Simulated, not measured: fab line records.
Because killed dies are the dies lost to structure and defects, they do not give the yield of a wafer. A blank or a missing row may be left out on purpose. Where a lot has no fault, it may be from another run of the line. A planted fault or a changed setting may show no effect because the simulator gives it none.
Chamber matching ; flow nand_harc ; 3 sister chambers for NHARC_P_M0_DEP_32 on pecvd-02
The step deposits SiCN, target thk 30 nm. 3 wafers are shown with their chamber, then 7 later ones without.

== WAFERS PAIRED WITH THEIR CHAMBERS ==
wafer;chamber;showerhead_vpp_V (V)
L080.2;2;1337
L092.3;1;1312
L092.4;0;1376

== WAFERS WHOSE CHAMBER IS MISSING ==
wafer;showerhead_vpp_V (V)
L092.5;1322
L093.3;1302
L093.4;1355
L093.5;1330
L097.3;1306
L097.4;1318
L097.6;1310

== CHAMBER TAKEN BY EACH ==
wafer;from the rows above;in truth
L092.5;can't be placed: 1 or 2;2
L093.3;1;1
L093.4;can't be placed: 2 or 0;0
L093.5;can't be placed: 2 or 1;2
L097.3;1;1
L097.4;can't be placed: 1 or 2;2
L097.6;1;1
Correct placement for 3 of the 7. Not placeable from these rows: 4 (in 4, the candidates include the true chamber). Placed wrongly: 0.
How it was worked out, from the rows above alone: a wafer's distance from a chamber is the root of the sum, over the readings, of the square of ((its reading less the chamber's mean) divided by the reading's scatter). The wafer belongs to the nearest chamber; if the next one is less than 2 further off, it can't be placed. Each chamber's mean is taken over the wafers shown for it. The scatter: with one shown wafer a chamber, the root of the mean of the squares of how far each hidden wafer lies from its nearest shown one.
